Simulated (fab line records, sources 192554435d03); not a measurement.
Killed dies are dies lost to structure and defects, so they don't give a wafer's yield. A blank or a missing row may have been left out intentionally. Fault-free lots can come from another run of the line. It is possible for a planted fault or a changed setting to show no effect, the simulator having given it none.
fab line records | flow n5-finfet
record lots=24 wafers=72 last-day=18
route steps=1938 shown BEOL_M10@1520 BEOL_M12@1617
lots untouched by any fault: they come from a run of this same line in which no faults occurred
start-h: start of the lot's first displayed wafer, in hours after the record's first day | wait-h: hours elapsed since this lot's preceding step | " same as the row above | L1.1+2: a row that stands for several wafers | - no value, or no start given | * or withheld: withheld | < > ~ a bound
route shown NAME@n: a module of which the file shows steps, and the number in the route of the first | usual: mean/standard deviation of fault-free wafers | same: alike in all rows | chamber/n: place in a boat | sites: each site's reading | _std_site: standard deviation of those values | _edge_site: inner sites' mean taken away from outer sites' mean | radius-mm: for every site, how far away it sits from the centre of the wafer | mask NAME#n: copy n | behind: the most recent tool/chamber to have shaped the wafer | hold: the reason the lot was held/the length of the hold in hours/how it ended | device: the transistor (n, p or np) that didn't switch | end of line: tests of these same wafers at the route's end | a step without rows: its recipe alone | killed: count of dies lost to structure and defects at first sort (not the wafer's yield) | map: per-die view of a wafer (x killed, . not killed, _ where there is no die)
set.NAME: the run value of the setting; set.NAME@STEP: its run value at that earlier step | model.NAME: the simulator's own value behind a step, which no gauge read
the route's steps for a sample of lots (tables are steps, rows are wafers)
services: a tool's chamber out of use, with start hour (start-h, from the record's first day; less than 0 if before it), hours out, and reason
## steps
# step N5_BEOL_M10_CD_MEAS_35
# recipe target-cd-nm=70 polarity=opening
# usual cd-nm=70.2/0.61
# columns lot.wafer tool chamber start-h wait-h cd-nm
L074.2 cd-sem-03 - 211.23 0.0 69.8
L074.4 " - " " 70.0
L074.6 " - " " 69.4
L075.1 cd-sem-03 - 241.46 0.0 70.9
L075.4 " - " " 71.3
L075.6 " - " " 70.1
L076.3 cd-sem-03 - 249.86 0.0 69.8
L076.5 " - " " 70.0
L076.6 " - " " 70.3
L077.2 cd-sem-02 - 250.04 0.0 70.5
L077.4 " - " " 70.3
L077.5 " - " " 70.9
L078.1 cd-sem-03 - 255.37 0.0 70.8
L078.3 " - " " 70.2
L078.4 " - " " 69.7
L082.4 cd-sem-01 - 274.72 0.0 70.8
L082.5 " - " " 70.0
L082.6 " - " " 70.6
L080.2 cd-sem-02 - 275.17 0.0 69.9
L080.3 " - " " 69.9
L080.6 " - " " 71.0
L079.1 cd-sem-03 - 275.47 0.0 70.4
L079.3 " - " " 70.4
L079.4 " - " " 70.3
L085.2 cd-sem-03 - 280.47 0.0 70.0
L085.3 " - " " 69.7
L085.5 " - " " 69.6
L081.3 cd-sem-01 - 282.60 0.0 70.0
L081.5 " - " " 69.9
L081.6 " - " " 69.6
L083.4 cd-sem-02 - 292.90 0.0 69.8
L083.5 " - " " 70.1
L083.6 " - " " 70.2
L084.3 cd-sem-01 - 294.90 0.0 69.6
L084.4 " - " " 69.6
L084.5 " - " " 69.3
L087.1 cd-sem-01 - 300.26 0.0 70.2
L087.3 " - " " 69.9
L087.6 " - " " 71.6
L088.2 cd-sem-01 - 301.93 0.0 69.9
L088.4 " - " " 70.1
L088.5 " - " " 69.4
L086.1 cd-sem-01 - 303.25 0.0 69.7
L086.3 " - " " 69.6
L086.5 " - " " 69.5
L089.4 cd-sem-01 - 316.27 0.0 69.4
L089.5 " - " " 69.7
L089.6 " - " " 70.2
L090.1 cd-sem-03 - 331.37 0.0 69.2
L090.3 " - " " 69.4
L090.5 " - " " 70.6
L091.3 cd-sem-02 - 340.89 0.0 71.1
L091.5 " - " " 71.3
L091.6 " - " " 69.7
L093.2 cd-sem-01 - 341.05 0.0 69.4
L093.3 " - " " 70.4
L093.5 " - " " 69.9
L092.2 cd-sem-02 - 350.84 0.0 70.9
L092.3 " - " " 70.1
L092.6 " - " " 71.4
L094.1 cd-sem-03 - 351.25 0.0 69.9
L094.5 " - " " 69.3
L094.6 " - " " 70.2
L095.1 cd-sem-01 - 373.70 0.0 70.6
L095.4 " - " " 70.8
L095.5 " - " " 70.4
L096.1 cd-sem-01 - 384.53 0.0 69.5
L096.2 " - " " 70.1
L096.5 " - " " 69.6
L097.2 cd-sem-01 - 385.79 0.0 70.2
L097.3 " - " " 72.1
L097.5 " - " " 70.8
# step N5_BEOL_M10_CURE_72
# recipe temp-c=370 time-s=120 ambient=DMADMS/He material=SiCOH_lowk
# usual lamp-power-pct=52.31/0.049 wafer_temp_C_max=372.1/0.75
# columns lot.wafer tool chamber start-h wait-h lamp-power-pct wafer_temp_C_max
L074.2 uv-cure-03 0 211.47 0.2 52.37 372.5
L074.4 " 0 " " 52.26 373.0
L074.6 " 0 " " 52.30 372.7
L075.1 uv-cure-02 0 241.51 0.0 52.36 370.6
L075.4 " 0 " " 52.27 370.5
L075.6 " 0 " " 52.33 371.1
L076.3 uv-cure-03 0 250.00 0.1 52.28 372.9
L076.5 " 0 " " 52.37 372.7
L076.6 " 0 " " 52.27 372.7
L077.2 uv-cure-03 0 250.25 0.2 52.28 372.6
L077.4 " 0 " " 52.30 371.9
L077.5 " 0 " " 52.27 372.6
L078.1 uv-cure-01 2 255.42 0.0 52.37 372.3
L078.3 " 2 " " 52.32 371.5
L078.4 " 2 " " 52.33 371.7
L082.4 uv-cure-01 2 274.91 0.2 52.29 372.4
L082.5 " 2 " " 52.34 372.0
L082.6 " 2 " " 52.35 372.8
L080.2 uv-cure-03 1 275.26 0.1 52.29 372.3
L080.3 " 1 " " 52.25 372.0
L080.6 " 1 " " 52.33 371.8
L079.1 uv-cure-01 2 275.51 0.0 52.30 371.2
L079.3 " 2 " " 52.23 371.8
L079.4 " 2 " " 52.38 372.3
L085.2 uv-cure-02 1 280.56 0.1 52.37 373.0
L085.3 " 1 " " 52.31 371.9
L085.5 " 1 " " 52.34 372.0
L081.3 uv-cure-03 2 282.74 0.1 52.26 371.6
L081.5 " 2 " " 52.32 371.4
L081.6 " 2 " " 52.32 371.6
L083.4 uv-cure-03 1 293.08 0.2 52.27 371.6
L083.5 " 1 " " 52.37 371.8
L083.6 " 1 " " 52.34 372.6
L084.3 uv-cure-03 1 295.21 0.3 52.30 372.3
L084.4 " 1 " " 52.34 372.5
L084.5 " 1 " " 52.33 372.4
L087.1 uv-cure-02 1 300.31 0.0 52.27 372.2
L087.3 " 1 " " 52.33 373.3
L087.6 " 1 " " 52.33 372.7
L088.2 uv-cure-03 1 302.02 0.1 52.32 372.5
L088.4 " 1 " " 52.37 372.5
L088.5 " 1 " " 52.32 372.4
L086.1 uv-cure-02 1 303.29 0.0 52.32 372.2
L086.3 " 1 " " 52.25 373.6
L086.5 " 1 " " 52.28 372.7
L089.4 uv-cure-01 1 316.46 0.2 52.29 373.4
L089.5 " 1 " " 52.36 372.6
L089.6 " 1 " " 52.29 373.2
L090.1 uv-cure-01 0 331.41 0.0 52.27 373.2
L090.3 " 0 " " 52.30 371.9
L090.5 " 0 " " 52.32 372.4
L091.3 uv-cure-02 1 341.02 0.1 52.35 372.3
L091.5 " 1 " " 52.40 371.8
L091.6 " 1 " " 52.30 372.0
L093.2 uv-cure-02 2 341.27 0.2 52.24 371.3
L093.3 " 2 " " 52.35 371.0
L093.5 " 2 " " 52.38 370.9
L092.2 uv-cure-02 0 350.93 0.1 52.35 371.2
L092.3 " 0 " " 52.23 370.9
L092.6 " 0 " " 52.24 370.5
L094.1 uv-cure-03 1 351.29 0.0 52.38 371.8
L094.5 " 1 " " 52.23 372.6
L094.6 " 1 " " 52.23 372.1
L095.1 uv-cure-02 2 373.80 0.1 52.32 371.0
L095.4 " 2 " " 52.34 371.1
L095.5 " 2 " " 52.25 371.1
L096.1 uv-cure-02 0 384.57 0.0 52.30 371.2
L096.2 " 0 " " 52.33 371.4
L096.5 " 0 " " 52.37 371.3
L097.2 uv-cure-01 1 385.93 0.1 52.30 373.4
L097.3 " 1 " " 52.37 373.0
L097.5 " 1 " " 52.34 373.7
# step N5_BEOL_M10_DEGAS_44
# recipe ambient=vacuum temp-c=250 time-s=60
# usual heater-power-w=340/28
# columns lot.wafer tool chamber start-h wait-h heater-power-w
L074.2 pvd-sputter-01 - 214.14 2.5 310
L074.4 " - " " 299
L074.6 " - " " 313
L075.1 pvd-sputter-03 - 241.83 0.3 334
L075.4 " - " " 370
L075.6 " - " " 366
L076.3 pvd-sputter-02 - 250.58 0.5 361
L076.5 " - " " 343
L076.6 " - " " 392
L077.2 pvd-sputter-02 - 250.82 0.5 399
L077.4 " - " " 350
L077.5 " - " " 348
L078.1 pvd-sputter-03 - 255.75 0.3 322
L078.3 " - " " 367
L078.4 " - " " 338
L082.4 pvd-sputter-02 - 275.25 0.3 385
L082.5 " - " " 371
L082.6 " - " " 300
L080.2 pvd-sputter-02 - 275.69 0.4 396
L080.3 " - " " 355
L080.6 " - " " 361
L079.1 pvd-sputter-02 - 275.85 0.3 395
L079.3 " - " " 370
L079.4 " - " " 348
L085.2 pvd-sputter-01 - 280.94 0.3 359
L085.3 " - " " 291
L085.5 " - " " 369
L081.3 pvd-sputter-03 - 283.02 0.2 322
L081.5 " - " " 323
L081.6 " - " " 329
L083.4 pvd-sputter-01 - 293.26 0.1 317
L083.5 " - " " 362
L083.6 " - " " 358
L084.3 pvd-sputter-01 - 295.43 0.2 359
L084.4 " - " " 319
L084.5 " - " " 360
L087.1 pvd-sputter-03 - 300.76 0.4 325
L087.3 " - " " 373
L087.6 " - " " 321
L088.2 pvd-sputter-01 - 302.75 0.7 360
L088.4 " - " " 287
L088.5 " - " " 292
L086.1 pvd-sputter-02 - 303.87 0.5 362
L086.3 " - " " 389
L086.5 " - " " 381
L089.4 pvd-sputter-02 - 316.65 0.1 400
L089.5 " - " " 366
L089.6 " - " " 309
L090.1 pvd-sputter-01 - 335.17 3.6 357
L090.3 " - " " 293
L090.5 " - " " 297
L091.3 pvd-sputter-01 - 341.38 0.3 368
L091.5 " - " " 296
L091.6 " - " " 364
L093.2 pvd-sputter-03 - 341.55 0.2 345
L093.3 " - " " 368
L093.5 " - " " 320
L092.2 pvd-sputter-03 - 351.22 0.2 325
L092.3 " - " " 322
L092.6 " - " " 372
L094.1 pvd-sputter-01 - 352.53 1.0 376
L094.5 " - " " 313
L094.6 " - " " 297
L095.1 pvd-sputter-03 - 374.34 0.5 375
L095.4 " - " " 329
L095.5 " - " " 325
L096.1 pvd-sputter-03 - 385.23 0.6 371
L096.2 " - " " 318
L096.5 " - " " 334
L097.2 pvd-sputter-03 - 386.67 0.6 322
L097.3 " - " " 339
L097.5 " - " " 335
# step N5_BEOL_M12_VIA_ETCH_16
# recipe chemistry=C4F8/O2/Ar target=SiOC pressure-mtorr=30 source-w=3000 bias-w=700 Ar_flow_sccm=400 C4F8_flow_sccm=15 O2_flow_sccm=8 he-inner-torr=15 he-outer-torr=30 target-depth-a=7248 time-s=withheld ion-energy-ev=250 ends=cleared
# usual chamber-pressure-mTorr=30.001/0.025 drypump-motor-current-A=5.6/0.55 oes-product-au=0.73/0.077 rf-vpp-V=664.7/2.8 showerhead-plenum-p-Torr=3.40/0.095 throttle-valve-pct=24.15/0.27
# columns lot.wafer tool chamber start-h wait-h chamber-pressure-mTorr drypump-motor-current-A oes-product-au rf-vpp-V showerhead-plenum-p-Torr throttle-valve-pct
L074.2 rie-diel-01 3 225.14 0.0 30.048 5.2 0.87 663.0 3.35 23.90
L074.4 " 1 " " 29.986 5.1 0.66 664.6 3.38 24.08
L074.6 " 3 " " 29.989 5.3 0.86 664.1 3.35 23.91
L075.1 rie-diel-06 0 250.87 0.1 30.031 5.6 0.68 666.2 3.44 24.37
L075.4 " 1 " " 29.978 4.9 0.66 660.9 3.30 24.70
L075.6 " 1 " " 30.023 4.9 0.66 662.0 3.30 24.71
L076.3 rie-diel-05 0 263.45 0.0 29.972 6.1 0.76 663.8 3.34 23.94
L076.5 " 2 " " 29.986 5.5 0.83 668.7 3.49 23.80
L076.6 " 3 " " 29.976 6.0 0.62 667.5 3.51 24.60
L077.2 rie-diel-06 2 264.65 0.0 30.005 6.6 0.86 670.4 3.62 23.89
L077.4 " 2 " " 30.006 6.6 0.86 671.0 3.62 23.91
L077.5 " 0 " " 29.995 5.6 0.67 663.8 3.44 24.39
L078.1 rie-diel-01 0 271.27 0.0 29.995 4.9 0.70 660.9 3.28 24.26
L078.3 " 3 " " 30.001 5.3 0.83 662.6 3.34 23.93
L078.4 " 0 " " 30.042 4.9 0.69 661.8 3.28 24.24
L080.2 rie-diel-06 2 287.65 0.0 30.011 6.6 0.85 671.5 3.62 23.91
L080.3 " 3 " " 29.977 5.5 0.84 670.4 3.65 24.33
L080.6 " 1 " " 30.012 4.9 0.66 661.6 3.30 24.72
L082.4 rie-diel-01 3 288.31 0.0 29.991 5.3 0.82 664.1 3.34 23.93
L082.5 " 0 " " 30.051 4.9 0.71 661.0 3.28 24.28
L082.6 " 3 " " 29.988 5.2 0.82 664.9 3.34 23.93
L079.1 rie-diel-05 1 288.64 0.0 29.967 5.8 0.85 664.0 3.37 24.07
L079.3 " 3 " " 29.992 6.1 0.62 666.2 3.50 24.60
L079.4 " 0 " " 30.003 6.1 0.76 663.0 3.34 23.96
L085.2 rie-diel-05 2 296.11 0.0 29.991 5.5 0.82 668.9 3.48 23.85
L085.3 " 1 " " 30.054 5.8 0.85 664.0 3.37 24.07
L085.5 " 0 " " 29.964 6.1 0.75 664.5 3.34 23.95
L081.3 rie-diel-01 1 296.49 0.0 29.986 5.1 0.64 664.6 3.37 24.07
L081.5 " 3 " " 30.032 5.2 0.81 663.5 3.33 23.94
L081.6 " 0 " " 29.971 4.9 0.69 661.0 3.28 24.26
L083.4 rie-diel-01 2 303.70 0.0 30.001 6.4 0.71 667.1 3.46 23.89
L083.5 " 2 " " 29.979 6.4 0.70 664.5 3.46 23.89
L083.6 " 3 " " 29.994 5.3 0.81 661.8 3.33 23.93
L084.3 rie-diel-05 2 305.80 0.0 29.932 5.5 0.81 667.6 3.48 23.84
L084.4 " 0 " " 30.032 6.1 0.75 663.5 3.33 23.96
L084.5 " 0 " " 30.008 6.1 0.76 662.7 3.33 23.95
L087.1 rie-diel-06 0 310.49 0.0 30.046 5.6 0.66 666.2 3.43 24.40
L087.3 " 2 " " 29.994 6.6 0.82 671.4 3.61 23.91
L087.6 " 1 " " 30.047 4.8 0.65 661.4 3.29 24.74
L088.2 rie-diel-01 3 314.19 0.0 30.007 5.2 0.81 663.6 3.33 23.96
L088.4 " 0 " " 30.004 5.0 0.69 660.9 3.27 24.27
L088.5 " 0 " " 30.018 4.9 0.69 661.9 3.27 24.30
L086.1 rie-diel-05 3 314.26 0.0 29.946 6.1 0.61 668.8 3.50 24.64
L086.3 " 1 " " 29.998 5.8 0.83 664.1 3.37 24.07
L086.5 " 0 " " 30.050 6.1 0.74 662.2 3.33 23.97
L089.4 rie-diel-06 2 330.41 0.0 30.026 6.6 0.81 671.7 3.61 23.93
L089.5 " 1 " " 30.021 4.9 0.64 660.4 3.29 24.75
L089.6 " 2 " " 30.000 6.6 0.81 670.4 3.61 23.93
L090.1 rie-diel-05 1 348.40 0.0 30.023 5.8 0.80 663.4 3.36 24.09
L090.3 " 2 " " 29.972 5.5 0.79 668.6 3.47 23.84
L090.5 " 2 " " 29.997 5.5 0.79 666.6 3.47 23.85
L093.2 rie-diel-01 0 354.76 0.0 30.026 4.9 0.67 660.2 3.27 24.30
L093.3 " 2 " " 29.983 6.4 0.69 666.4 3.45 23.93
L093.5 " 1 " " 29.994 5.1 0.63 665.6 3.36 24.09
L091.3 rie-diel-01 0 355.48 0.0 29.977 4.9 0.67 662.1 3.27 24.28
L091.5 " 3 " " 29.991 5.2 0.78 662.5 3.32 23.96
L091.6 " 0 " " 29.986 4.9 0.67 662.2 3.27 24.30
L092.2 rie-diel-05 1 360.14 0.0 29.990 5.8 0.79 662.3 3.36 24.08
L092.3 " 3 " " 29.985 6.0 0.86 668.6 3.49 24.33
L092.6 " 0 " " 29.993 6.2 0.72 661.9 3.32 23.97
L094.1 rie-diel-01 0 362.70 0.0 29.997 4.9 0.68 662.0 3.26 24.31
L094.5 " 3 " " 30.059 5.2 0.78 660.7 3.32 23.96
L094.6 " 2 " " 30.022 6.4 0.69 666.2 3.45 23.92
L095.1 rie-diel-05 0 384.95 0.0 29.985 6.1 0.72 661.7 3.32 23.99
L095.4 " 2 " " 29.978 5.5 0.76 668.8 3.47 23.88
L095.5 " 3 " " 29.993 6.1 0.84 666.7 3.49 24.36
L096.1 rie-diel-01 3 395.99 0.0 29.988 5.2 0.77 662.7 3.31 23.98
L096.2 " 2 " " 30.020 6.4 0.67 664.3 3.44 23.94
L096.5 " 2 " " 30.019 6.4 0.68 665.7 3.44 23.94
L097.2 rie-diel-05 1 396.63 0.0 30.027 5.8 0.78 663.2 3.35 24.11
L097.3 " 2 " " 30.000 5.5 0.76 667.0 3.46 23.89
L097.5 " 2 " " 30.037 5.5 0.76 667.8 3.46 23.88
# step N5_BEOL_M12_INSPECT_30
# recipe mode=adi inspect-instrument=macro
# usual raw-defect-count=2.0/1.5
# columns lot.wafer tool chamber start-h wait-h raw-defect-count
L074.2 defect-inspect-01 - 225.93 0.0 2
L074.4 " - " " 3
L074.6 " - " " 2
L075.1 defect-inspect-01 - 251.75 0.0 1
L075.4 " - " " 2
L075.6 " - " " 2
L076.3 defect-inspect-01 - 264.27 0.0 3
L076.5 " - " " 2
L076.6 " - " " 1
L077.2 defect-inspect-02 - 265.44 0.0 0
L077.4 " - " " 1
L077.5 " - " " 3
L078.1 defect-inspect-01 - 272.06 0.0 3
L078.3 " - " " 1
L078.4 " - " " 0
L080.2 defect-inspect-02 - 288.56 0.0 4
L080.3 " - " " 0
L080.6 " - " " 2
L082.4 defect-inspect-01 - 290.17 0.0 2
L082.5 " - " " 2
L082.6 " - " " 2
L079.1 defect-inspect-01 - 290.18 0.0 0
L079.3 " - " " 3
L079.4 " - " " 0
L085.2 defect-inspect-01 - 296.98 0.0 2
L085.3 " - " " 2
L085.5 " - " " 2
L081.3 defect-inspect-02 - 297.40 0.0 1
L081.5 " - " " 0
L081.6 " - " " 3
L083.4 defect-inspect-02 - 304.50 0.0 3
L083.5 " - " " 2
L083.6 " - " " 1
L084.3 defect-inspect-01 - 306.60 0.0 1
L084.4 " - " " 5
L084.5 " - " " 3
L087.1 defect-inspect-01 - 311.28 0.0 2
L087.3 " - " " 1
L087.6 " - " " 0
L088.2 defect-inspect-01 - 314.99 0.0 1
L088.4 " - " " 0
L088.5 " - " " 0
L086.1 defect-inspect-01 - 315.25 0.0 2
L086.3 " - " " 2
L086.5 " - " " 1
L089.4 defect-inspect-01 - 331.33 0.0 4
L089.5 " - " " 3
L089.6 " - " " 1
L090.1 defect-inspect-01 - 349.31 0.0 2
L090.3 " - " " 0
L090.5 " - " " 1
L093.2 defect-inspect-01 - 355.54 0.0 1
L093.3 " - " " 5
L093.5 " - " " 2
L091.3 defect-inspect-01 - 356.39 0.0 2
L091.5 " - " " 4
L091.6 " - " " 3
L092.2 defect-inspect-01 - 360.94 0.0 3
L092.3 " - " " 1
L092.6 " - " " 3
L094.1 defect-inspect-02 - 363.50 0.0 1
L094.5 " - " " 2
L094.6 " - " " 2
L095.1 defect-inspect-02 - 385.87 0.0 1
L095.4 " - " " 5
L095.5 " - " " 6
L096.1 defect-inspect-01 - 396.91 0.0 3
L096.2 " - " " 4
L096.5 " - " " 3
L097.2 defect-inspect-01 - 397.41 0.0 0
L097.3 " - " " 6
L097.5 " - " " 0
# step N5_BEOL_M12_CMP_49
# recipe stop-on=SiOC t-overpolish-s=20.6 down-force-psi=1 platen-rpm=50 clearing-platen-down-force-psi=1.5 clearing-platen-rpm=50 post-cmp-clean=cu-alkaline target-thk-nm=320 clearing-platen-pad-velocity-m-s=0.99484 pad-velocity-m-s=0.99484
# usual barrier-field-endpoint-s=30.7/0.68 edge-zone-pressure-frac=1.000/0.0045 motor-current-A=5.9/0.68 overpolish-run-s=20.600/0.0094 slurry-filter-dp-kPa=13.50/0.15
# columns lot.wafer tool chamber start-h wait-h barrier-field-endpoint-s edge-zone-pressure-frac motor-current-A overpolish-run-s slurry-filter-dp-kPa
L074.2 cmp-03 0 229.90 0.2 30.8 0.998 7.1 20.576 13.64
L074.4 " 2 " " 31.1 1.001 5.4 20.602 13.80
L074.6 " 0 " " 32.4 1.007 7.0 20.608 13.64
L075.4 cmp-04 2 254.78 0.2 29.4 0.999 5.5 20.603 13.65
L075.1 " 3 " " 29.6 1.001 6.7 20.610 13.58
L075.6 " 2 " " 29.5 0.989 5.9 20.600 13.53
L076.3 cmp-04 2 267.68 0.2 30.5 1.000 6.0 20.595 13.34
L076.5 " 1 " " 30.2 1.004 6.3 20.602 13.48
L076.6 " 2 " " 30.1 1.005 5.7 20.617 13.46
L077.2 cmp-03 2 269.34 0.3 30.1 1.001 5.3 20.591 13.30
L077.4 " 3 " " 30.3 0.998 5.5 20.595 13.53
L077.5 " 1 " " 29.5 0.997 5.2 20.588 13.39
L078.1 cmp-03 3 277.35 0.3 30.2 0.993 5.3 20.594 13.37
L078.3 " 0 " " 31.4 1.003 7.0 20.586 13.25
L078.4 " 1 " " 30.9 0.991 5.1 20.613 13.74
L080.3 cmp-02 3 293.77 0.2 30.2 1.004 5.1 20.578 13.43
L080.2 " 0 " " 30.4 0.998 5.7 20.588 13.56
L080.6 " 3 " " 30.5 1.002 5.0 20.588 13.36
L082.4 cmp-04 2 294.12 0.2 31.1 1.004 6.0 20.587 13.58
L082.6 " 3 " " 30.0 0.996 6.6 20.596 13.44
L082.5 " 0 " " 32.1 0.996 7.3 20.594 13.33
L079.4 cmp-03 3 294.43 0.2 30.6 1.001 5.2 20.601 13.31
L079.1 " 0 " " 32.5 1.000 6.9 20.610 13.52
L079.3 " 1 " " 30.4 0.997 5.1 20.584 13.53
L085.2 cmp-02 3 301.04 0.2 31.0 0.998 5.1 20.588 13.49
L085.3 " 0 " " 30.2 1.003 5.7 20.608 13.70
L085.5 " 0 " " 31.3 1.006 5.8 20.594 13.39
L081.3 cmp-04 3 303.22 0.3 30.1 0.993 6.7 20.598 13.69
L081.6 " 0 " " 30.5 0.997 7.0 20.608 13.41
L081.5 " 1 " " 30.5 0.995 6.3 20.618 13.60
L083.4 cmp-03 3 308.15 0.2 29.3 0.995 5.5 20.596 13.46
L083.5 " 1 " " 30.3 1.000 5.1 20.595 13.70
L083.6 " 2 " " 31.2 0.994 5.6 20.607 13.67
L084.4 cmp-04 2 311.06 0.2 30.5 1.001 5.5 20.582 13.59
L084.3 " 3 " " 30.2 1.000 6.8 20.611 13.42
L084.5 " 1 " " 30.7 1.007 6.2 20.602 13.51
L087.1 cmp-02 1 313.86 0.3 32.3 0.996 5.1 20.597 13.56
L087.3 " 2 " " 31.6 1.004 5.4 20.599 13.20
L087.6 " 0 " " 31.3 0.998 5.8 20.600 13.51
L088.4 cmp-04 0 317.46 0.1 30.3 0.999 7.2 20.593 13.68
L088.2 " 1 " " 30.7 0.994 5.9 20.606 13.43
L088.5 " 0 " " 30.8 1.002 7.4 20.611 13.51
L086.1 cmp-04 0 318.03 0.3 30.5 0.998 7.0 20.593 13.69
L086.3 " 3 " " 29.7 1.006 7.0 20.607 13.77
L086.5 " 1 " " 30.2 0.996 6.2 20.593 13.56
L089.4 cmp-03 3 341.80 0.1 30.0 0.995 5.7 20.595 13.25
L089.6 " 3 " " 29.3 1.000 5.7 20.603 13.20
L089.5 " 0 " " 30.7 0.996 7.1 20.599 13.56
L090.1 cmp-02 3 351.73 0.3 30.1 0.999 5.6 20.602 13.36
L090.3 " 1 " " 30.7 1.007 4.9 20.605 13.13
L090.5 " 2 " " 30.1 1.011 5.4 20.594 13.55
L093.2 cmp-02 0 358.15 0.3 31.3 1.000 5.8 20.588 13.55
L093.3 " 1 " " 30.8 0.994 4.9 20.614 13.41
L093.5 " 3 " " 30.8 1.000 5.5 20.589 13.49
L091.3 cmp-03 1 358.84 0.2 31.4 0.996 5.5 20.599 13.36
L091.5 " 0 " " 31.9 1.006 6.5 20.594 13.67
L091.6 " 1 " " 30.2 1.002 5.2 20.611 13.42
L092.3 cmp-02 0 364.98 0.2 30.3 1.002 5.9 20.592 13.43
L092.2 " 2 " " 29.8 0.991 5.4 20.601 13.48
L092.6 " 1 " " 30.3 0.994 5.1 20.614 13.48
L094.1 cmp-04 3 365.45 0.3 30.9 0.995 6.5 20.586 13.77
L094.5 " 1 " " 31.3 1.000 6.0 20.587 13.23
L094.6 " 2 " " 30.8 1.001 6.0 20.608 13.53
L095.4 cmp-03 0 388.14 0.1 31.6 1.005 6.7 20.602 13.43
L095.1 " 1 " " 31.4 0.998 5.5 20.600 13.57
L095.5 " 0 " " 31.8 1.009 6.8 20.614 13.34
L096.2 cmp-03 1 398.81 0.2 30.2 1.003 5.2 20.602 13.41
L096.1 " 2 " " 30.1 0.999 5.5 20.611 13.64
L096.5 " 1 " " 30.7 0.997 5.4 20.614 13.22
L097.3 cmp-04 2 401.55 0.2 29.7 1.003 5.7 20.576 13.36
L097.2 " 0 " " 30.5 1.005 7.1 20.606 13.36
L097.5 " 2 " " 29.8 0.993 5.7 20.610 13.51
## services
# columns tool chamber start-h hours kind
uv-cure-03 - 190.25 5.0 pm
rie-diel-05 - 220.37 0.1 repair
cmp-04 - 227.87 4.1 pm
cmp-03 - 240.84 7.0 pm
rie-diel-05 - 242.12 2.8 pm
cmp-04 - 249.13 2.6 repair
rie-diel-05 0 249.32 13.7 repair
uv-cure-03 - 256.83 2.1 pm
rie-diel-01 1 266.36 5.0 repair
cmp-03 - 279.49 4.0 pm
cmp-04 - 300.89 0.4 repair
cmp-04 - 325.59 4.0 pm
uv-cure-02 - 325.66 7.5 pm
pvd-sputter-03 - 330.58 2.5 repair
pvd-sputter-03 - 333.25 7.2 repair
uv-cure-03 - 340.72 1.1 repair
uv-cure-02 - 342.73 1.0 pm
rie-diel-01 0 368.40 6.1 repair
cmp-03 - 370.38 0.9 repair
pvd-sputter-01 - 379.91 5.9 repair
cmp-03 - 380.94 1.7 repair
cmp-04 - 388.25 0.5 repair
pvd-sputter-01 - 398.43 1.6 repair
uv-cure-02 - 400.73 2.1 pm
## key
fault none
